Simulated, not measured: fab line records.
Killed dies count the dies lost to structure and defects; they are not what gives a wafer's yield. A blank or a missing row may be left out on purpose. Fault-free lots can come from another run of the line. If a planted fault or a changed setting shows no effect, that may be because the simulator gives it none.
Comparing a struck lot with a sound one + flow n5-finfet + 15 out of 1938 route steps
Sound: these wafers, L769.1, L769.2, L769.4. Struck: wafer L778.3. (L778.5, L778.6 of the same lot were not struck and are left out.) The cause comes at the end.
At each step with rows: each side's tool, then ch and its chambers, then its first start. Under that, the readings that differ: sound wafers + struck wafers + difference of the means + sigmas: that difference in standard deviations of wafers without a fault.
alike: same words and numbers on both sides, and readings whose means sit less than 2 such deviations apart. not compared: any withheld reading, any reading some wafer has no value for, any bound like >300 that may hide the same value, and any number with overlapping values for which the record gives no deviation.
Wherever a step has rows on one side only, a row that says differs or no value, or a row with sigmas, the two part there. Non-overlapping numbers with no deviation appear without sigmas and do not part them. A reading missing from all wafers of one side parts the sides only when that side holds two or more wafers.

N5_BEOL_M9_CURE_72: cures SiCOH lowk, time 120 s.
  sound on uv-cure-01 ch 0, day 12 05:24; struck on uv-cure-03 ch 1, day 15 17:35
  alike: lamp-power-pct, wafer_temp_C_max
N5_BEOL_M9_DEGAS_44: time 60 s.
  struck on pvd-sputter-01, day 15 17:53; sound on pvd-sputter-01, day 12 05:43
  alike: heater-power-w
N5_BEOL_M9_PRE_CLEAN_45: time 30 s.
  struck on pvd-sputter-01, day 15 17:55; sound on pvd-sputter-01, day 12 05:46
  alike: heater-power-w
then, 3 steps without rows for these wafers: N5_BEOL_M9_ALD_74 (deposits TaN, target thk 2 nm, pulse time 2 s, purge time 3 s); N5_BEOL_M9_SURFACE_TREAT_79; N5_BEOL_M9_CVD_78 (deposits Co from CCTBA/H2, target thk 2 nm, time 138.9 s).
N5_BEOL_M9_SPUTTER_48: material Cu, target thk 12 nm, time 2 s.
  struck on pvd-sputter-02, day 15 18:37; sound on pvd-sputter-01, day 12 06:17
| reading                | sound          | struck | difference | sigmas |
|------------------------|----------------|--------|------------|--------|
| throttle-valve-pct (%) | 29.8 28.2 29.5 | 32.6   | +3.4       | +2     |
  alike: substrate-temp-c
then, 1 step without rows for these wafers: N5_BEOL_M9_ECD_50 (material Cu, target thk 318 nm).
N5_BEOL_M9_ANNEAL_51: time 90 s.
  sound on rtp-anneal-01 ch 0, day 12 06:35; struck on rtp-anneal-02 ch 0, day 15 21:22
| reading          | sound             | struck | difference | sigmas |
|------------------|-------------------|--------|------------|--------|
| wafer_temp_C_max | 225.4 225.7 225.5 | 226.6  | +1.1       | +3     |
  alike: anneal-temp-c-max
then, 1 step without rows for these wafers: N5_BEOL_M9_CMP_52 (polishes, stops on SiCOH lowk, t overpolish 7 s, target thk 140 nm).
N5_BEOL_M9_THK_MEAS_53: measures by xrf.
  struck on film-metro-01, day 15 21:53; sound on film-metro-01, day 12 07:10
  alike: M9_THK
then, 1 step without rows for these wafers: N5_BEOL_M9_PRE_CLEAN_55 (time 15 s).
N5_BEOL_M9_DEP_56: deposits SiCN from 3MS/NH3, target thk 15 nm, time 26.5 s.
  sound on pecvd-02 ch 0,1, day 12 07:14; struck on pecvd-02 ch 0, day 15 21:56
| reading                                  | sound          | struck | difference | sigmas |
|------------------------------------------|----------------|--------|------------|--------|
| model.SiCN_of_BEOL_M9_DEP_56.thk-nm (nm) | 15.4 15.2 15.6 | 23     | +8         |        |
  alike: showerhead-plenum-p-Torr, throttle-valve-pct
N5_BEOL_M9_RS_MEAS_57: uses a four-point probe to measure.
  struck on film-metro-01, day 15 22:01; sound on film-metro-02, day 12 07:19
  alike: M9_RS
-- the record jumps here: 2 days lie between the struck wafers' starts before and after (it left off in module BEOL_M9 and takes up again in module PASSIVATION, whose first step shown is number 1936 of the route) --
N5_PASSIVATION_PROBE_49:
  struck on prober-01, day 18 08:53; sound on prober-02, day 14 22:41
| reading      | sound    | struck | difference | sigmas |
|--------------|----------|--------|------------|--------|
| killed-short | 44 38 34 | 18     | -21        | -3     |
  alike: defect-limited-yield, killed_at_M0_to_M3, killed_at_M4_up, killed-at-contacts, killed-at-front-end, killed-at-other, killed-dies, killed-open, sort_bin_5_function, sort_bin_6_memory, sort-n-pass, sort-yield-pct

WHERE THEY PART
Last at N5_PASSIVATION_PROBE_49 as far as this record goes, first at N5_BEOL_M9_SPUTTER_48.

WHY: the cause the simulator had injected
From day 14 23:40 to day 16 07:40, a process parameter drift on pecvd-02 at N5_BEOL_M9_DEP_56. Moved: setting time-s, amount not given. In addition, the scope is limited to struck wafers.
